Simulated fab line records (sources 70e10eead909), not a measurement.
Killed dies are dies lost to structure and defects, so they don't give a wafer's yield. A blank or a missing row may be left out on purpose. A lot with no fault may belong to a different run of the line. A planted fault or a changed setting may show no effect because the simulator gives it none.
Chamber matching -- flow nand_harc -- NHARC_A_SGD_CUT_DEP_00 on pecvd-01 has 3 sister chambers
The step deposits SiNx, target thk 50 nm. 14 wafers are shown with their chamber, then 7 later ones without.

WAFERS, EACH WITH ITS CHAMBER
wafer,chamber,heater_power_w (W),heater_power_outer_w (W)
L077.1,2,627,379
L077.2,1,628,399
L077.6,2,631,388
L084.1,1,665,425
L084.5,0,677,436
L084.6,1,668,424
L083.1,2,727,464
L083.2,1,607,408
L083.5,2,749,470
L085.2,2,690,423
L085.5,0,689,438
L085.6,2,687,424
L087.1,1,713,469
L087.2,0,660,408

SIGNATURES (averages over the wafers above)
reading,chamber 0,chamber 1,chamber 2,scatter within a chamber
heater_power_w,675.33,656.20,685.17,41.8
heater_power_outer_w,427.33,425.00,424.67,30.9
Rule: a wafer's distance from a chamber is the root of the sum, over the readings, of the square of ((its reading less the chamber's mean) divided by the reading's scatter). If the next closest chamber is less than 2 further off than the closest, the wafer can't be placed; otherwise it belongs to the closest. How the scatter is found: for the shown wafers, subtract from each reading the mean of its chamber, square and add these, divide the total by (wafers less chambers), then take the root.

WAFERS WHOSE CHAMBER IS MISSING
wafer,heater_power_w (W),heater_power_outer_w (W)
L087.3,733,456
L090.1,727,473
L090.3,701,424
L090.5,585,368
L097.1,735,442
L097.3,713,463
L097.4,729,461

WHICH CHAMBER EACH ONE RAN IN
wafer,from the rows above,in truth
L087.3,can't be placed: 2 or 0 or 1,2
L090.1,can't be placed: 2 or 0 or 1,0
L090.3,can't be placed: 2 or 0 or 1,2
L090.5,can't be placed: 1 or 0 or 2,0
L097.1,can't be placed: 2 or 0 or 1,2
L097.3,can't be placed: 2 or 0 or 1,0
L097.4,can't be placed: 2 or 0 or 1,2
Correctly placed: 0 of 7. Not placeable from these rows: 7 (in 7, the candidates include the true chamber). Placed wrongly: 0.
